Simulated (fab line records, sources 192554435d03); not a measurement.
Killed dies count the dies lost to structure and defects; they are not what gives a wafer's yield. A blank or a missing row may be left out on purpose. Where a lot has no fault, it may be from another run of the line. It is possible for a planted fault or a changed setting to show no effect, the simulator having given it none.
A lot that was struck, set against a sound lot :: flow n5Finfet :: 15 steps out of a route of 1938
Sound: wafers L814.3, L814.4, L814.6. Wafers struck: L806.1, L806.3, L806.6. The cause comes at the end.
Per side, at each step with rows, come the tool, then ch with its chambers, and then its first start. Under that, the readings that differ: sound wafers :: struck wafers :: difference of the means :: sigmas: that difference in standard deviations of wafers without a fault.
alike: same words and numbers on both sides, and readings whose means sit less than 2 such deviations apart. not compared: any withheld reading, any reading some wafer has no value for, any bound like >300 that may hide the same value, and any number with overlapping values for which the record gives no deviation.
A row with sigmas, a row that says differs or no value, or rows on one side alone: a step with any of these is where the two part. When numbers do not overlap yet have no deviation, they are printed without sigmas and do not part them. A reading that every wafer of one side lacks parts them only if that side has two wafers or more.

N5_SD_ACTIVATION_LSA_01: time 0.0008 s.
  sound on laserAnneal-02 ch 0, day 8 23:58; struck on laserAnneal-01 ch 0, day 6 21:49
  alike: wafer_temp_C_max
N5_SD_ACTIVATION_RS_MEAS_03: measurement is done with a four-point probe.
  sound on filmMetro-02 at day 9 00:09; struck on filmMetro-01 at day 6 22:02
  alike: RS_SD_N, RS_SD_P
N5_SD_ACTIVATION_INSPECT_02: inspects for defects (darkfield).
  sound on defectInspect-01 at day 9 00:26; struck on defectInspect-01 at day 6 22:22
  alike: rawDefectCount
N5_ILD0_LINER_00: material SiNx, target thk 4 nm, pulse time 1 s, purge time 2 s.
  sound on aldSin-03 ch 0,3, day 9 00:28; struck on aldSin-01 ch 0,2, day 6 22:24
  alike: heaterPowerW, precursorPulseHeightRel
then, 2 steps without rows for these wafers: N5_ILD0_FCVD_FILL_01 (material SiO2 flowable, target thk 200 nm, time 328.3 s); N5_ILD0_CURE_02 (time 1800 s).
N5_ILD0_CMP_03: polishes, stops on SiNx, t overpolish 1.9 s, target thk 197.38 nm.
  sound on cmp-02 ch 1,2,3, day 9 03:12; struck on cmp-01 ch 0,2,3, day 7 00:48
  alike: motorCurrentA, overpolishRunS, timeToEndpointS
N5_ILD0_THK_MEAS_04:
  sound on filmMetro-01 at day 9 03:29; struck on filmMetro-02 at day 7 01:04
  alike: thkNm
N5_ILD0_CMP_07: polishes SiO2 flowable, stops on poly-Si, t overpolish 1.18 s, target thk 138.88 nm.
  sound on cmp-04 ch 1,2,3, day 9 03:34; struck on cmp-02 ch 1,3, day 7 01:05
  alike: motorCurrentA
N5_ILD0_THK_MEAS_08:
  sound on filmMetro-02 at day 9 03:49; struck on filmMetro-01 at day 7 01:23
  alike: thkNm
then, 1 step without rows for these wafers: N5_ILD0_PRECLEAN_10 (cleans in NF3:NH3, afs cycles 5, time 20 s, sublimation time 60 s).
N5_ILD0_ALD_15: deposits SiNx, target thk 24 nm, pulse time 1 s, ald cycles 480.
  sound on aldSin-01 ch 0,3, day 9 04:32; struck on aldSin-01 ch 1,3, day 7 02:20
  no value came back on the struck wafers for aldCycles, chamberPressureTorr (Torr), heaterPowerW (W), precursorPulseHeightRel; on the sound wafers aldCycles reads 480 480 480
N5_ILD0_CMP_12: polishes SiNx, stops on poly-Si, t overpolish 6 s, target thk 17.67 nm.
  sound on cmp-04 ch 0,1,2, day 9 06:46; struck on cmp-02 ch 1,2, day 7 04:32
  no value came back on the struck wafers for overpolishRunS (s), timeToEndpointS (s); on the sound wafers overpolishRunS (s) reads 5.992 6.008 6.001
reading: model.SiO2_flowable_of_ILD0_FCVD_FILL_01.thkNm (nm)
sound: 120 120.4 121.8
struck: 16 17.6 15.8
difference: -104
sigmas: 
  alike: motorCurrentA
N5_BEOL_M4_RC_MEAS_101:
  the record has rows for the sound wafers here (prober-02 ch 0, day 14 08:02) and none for the struck ones
-- record jumps: 9 days separate the struck wafers' starts on either side; left off in module BEOL_M4, taken up again in module PASSIVATION, whose first shown step is the route's number 1936 --
N5_PASSIVATION_PROBE_49:
  only the struck wafers here have rows in the record (prober-01, day 15 22:34); the sound ones have none

## WHERE THEY PART
At N5_ILD0_ALD_15 first; at N5_PASSIVATION_PROBE_49 last (within this record only).

WHY: what the simulator had put in
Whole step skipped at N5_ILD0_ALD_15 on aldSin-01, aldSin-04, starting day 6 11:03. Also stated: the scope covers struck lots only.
